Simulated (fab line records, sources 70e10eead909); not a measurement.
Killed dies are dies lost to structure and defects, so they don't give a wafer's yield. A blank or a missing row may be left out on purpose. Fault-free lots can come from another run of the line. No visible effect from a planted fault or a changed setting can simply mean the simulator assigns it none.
A lot that was struck, set against a sound lot | flow nandHarc | 37 out of 1302 route steps
Sound: these wafers, L693.1, L693.3, L693.4. The struck wafers were L706.2, L706.4, L706.6. The cause is given at the end.
For every step that has rows: the tool of each side, followed by ch and its chambers, followed by its first start. Under that, the readings that differ: sound wafers | struck wafers | difference of the means | sigmas: that difference in standard deviations of wafers without a fault.
alike: readings with means less than 2 such deviations apart, plus words and numbers identical on both sides. not compared: withheld readings, readings lacking a value on some wafer, bounds such as >300 that could conceal the same value, and numbers that have no deviation in the record and whose values overlap.
Wherever a step has rows on one side only, a row that says differs or no value, or a row with sigmas, the two part there. When numbers do not overlap yet have no deviation, they are printed without sigmas and do not part them. Lack of a reading on every wafer of one side parts them only where that side has two or more wafers.

first, 3 steps without rows for these wafers: NHARC_A_STAIRCASE_ALD_415 (deposits SiO2, target thk 30 nm, pulse time 6 s, ald cycles 300); NHARC_A_STAIRCASE_ETCHBACK_416 (etches the open film in C4F8/O2/Ar, target depth 36 nm, time 7.2 s); NHARC_A_STAIRCASE_STRIP_476 (strips in O2, time 20 s).
NHARC_A_STAIRCASE_DEP_417: deposits Si3N4, target thk 60 nm.
  sound on pecvd-01 ch 1,2, day 17 11:35; struck on pecvd-01 ch 1,2, day 23 08:27
  alike: heaterPowerW, susceptorTempC
then, 5 steps without rows for these wafers: NHARC_A_STAIRCASE_WET_418 (chemistry H3PO4, target depth 20 nm); NHARC_A_STAIRCASE_PRECLEAN_419 (cleans in SC1); NHARC_A_STAIRCASE_SRD_421; NHARC_A_STAIRCASE_ALD_420 (deposits SiO2, target thk 20 nm, pulse time 6 s, ald cycles 200); NHARC_A_STAIRCASE_CVD_552 (deposits SiNx, target thk 40 nm).
NHARC_A_STAIRCASE_DEP_151: deposits SiO2, target thk 7200 nm.
  sound on pecvd-02 ch 0,1,2, day 17 23:56; struck on pecvd-04 ch 0,1,2, day 23 19:17
  alike: heaterPowerW, susceptorTempC
then, 1 step without rows for these wafers: NHARC_A_STAIRCASE_ANNEAL_320 (time 1800 s).
NHARC_A_STAIRCASE_DEP_322: deposits SiO2, target thk 7200 nm.
  sound on pecvd-04 ch 0,1, day 18 11:14; struck on pecvd-04 ch 0,2, day 24 05:52
  alike: heaterPowerW, susceptorTempC
then, 12 steps without rows for these wafers: NHARC_A_STAIRCASE_ANNEAL_323 (time 1800 s); NHARC_A_STAIRCASE_DEP_325 (deposits SiO2, target thk 7200 nm); NHARC_A_STAIRCASE_ANNEAL_326 (time 1800 s); NHARC_A_STAIRCASE_DEHYDRATE_433 (time 120 s); NHARC_A_STAIRCASE_HMDS_434 (time 30 s); NHARC_A_STAIRCASE_COAT_435; NHARC_A_STAIRCASE_SOFTBAKE_436 (time 170 s); NHARC_A_STAIRCASE_EBR_437; NHARC_A_STAIRCASE_EXPOSE_438 (exposes mask STAIR REV); NHARC_A_STAIRCASE_PEB_439 (peb time 130 s); NHARC_A_STAIRCASE_DEVELOP_440 (time 140 s); NHARC_A_STAIRCASE_HARDBAKE_442 (time 140 s).
NHARC_A_STAIRCASE_DESCUM_443: chemistry O2, time 3 s.
  sound on rieDiel-13 ch 0,1,3, day 19 07:01; struck on rieDiel-11 ch 0,1,2, day 24 22:13
  alike: drypumpMotorCurrentA, mfcArSccm, oesProductAu, rfVppV, showerheadPlenumPTorr, throttleValvePct
  not compared: rfHoursCounterH
then, 5 steps without rows for these wafers: NHARC_A_STAIRCASE_ETCH_444 (etches the open film in C4F8/O2, target depth 20400 nm, time 6800 s); NHARC_A_STAIRCASE_STRIP_446 (strips in O2); NHARC_A_STAIRCASE_STRIP_447 (strips in SPM, time 900 s); NHARC_A_STAIRCASE_PRECLEAN_448 (cleans in SC1); NHARC_A_STAIRCASE_SRD_449.
NHARC_A_STAIRCASE_CMP_450: polishes SiO2, target thk 200 nm.
  sound on cmp-03 ch 0,1,2, day 19 12:17; struck on cmp-03 ch 1,2,3, day 25 03:29
  alike: motorCurrentA
then, 3 steps without rows for these wafers: NHARC_A_STAIRCASE_CMP_152 (polishes); NHARC_A_STAIRCASE_SRD_154; NHARC_A_STAIRCASE_ETCH_403 (etches SiO2 in dHF, target depth 108.2 nm).
NHARC_A_STAIRCASE_ETCHBACK_422: etches the open film in CH3F/O2, target depth 40 nm, time 74.286 s.
  sound on rieDiel-10 ch 1,3, day 19 12:50; struck on rieDiel-10 ch 0,3, day 25 04:00
reading             | sound          | struck         | difference | sigmas
oesProductAu (a.u.) | 1.02 1.00 1.00 | 0.93 0.92 0.92 | -0.08      | -2
  alike: drypumpMotorCurrentA, mfcArSccm, rfVppV, showerheadPlenumPTorr, throttleValvePct
  not compared: rfHoursCounterH
then, 1 step without rows for these wafers: NHARC_A_STAIRCASE_ETCH_423 (etches SiO2 in dHF, target depth 30 nm).
-- break in the record here, with 5 days between the starts of the struck wafers on either side (left off in module A_STAIRCASE, picked up again in module END, where the first step shown is number 1302 on the route) --
NHARC_END_SORT_01:
  the record has rows for the struck wafers here (prober-01 ch 0, day 30 10:40) and none for the sound ones

== WHERE THEY PART ==
First at NHARC_A_STAIRCASE_ETCHBACK_422; last, within this record, at NHARC_END_SORT_01.

WHY: what the simulator had put in
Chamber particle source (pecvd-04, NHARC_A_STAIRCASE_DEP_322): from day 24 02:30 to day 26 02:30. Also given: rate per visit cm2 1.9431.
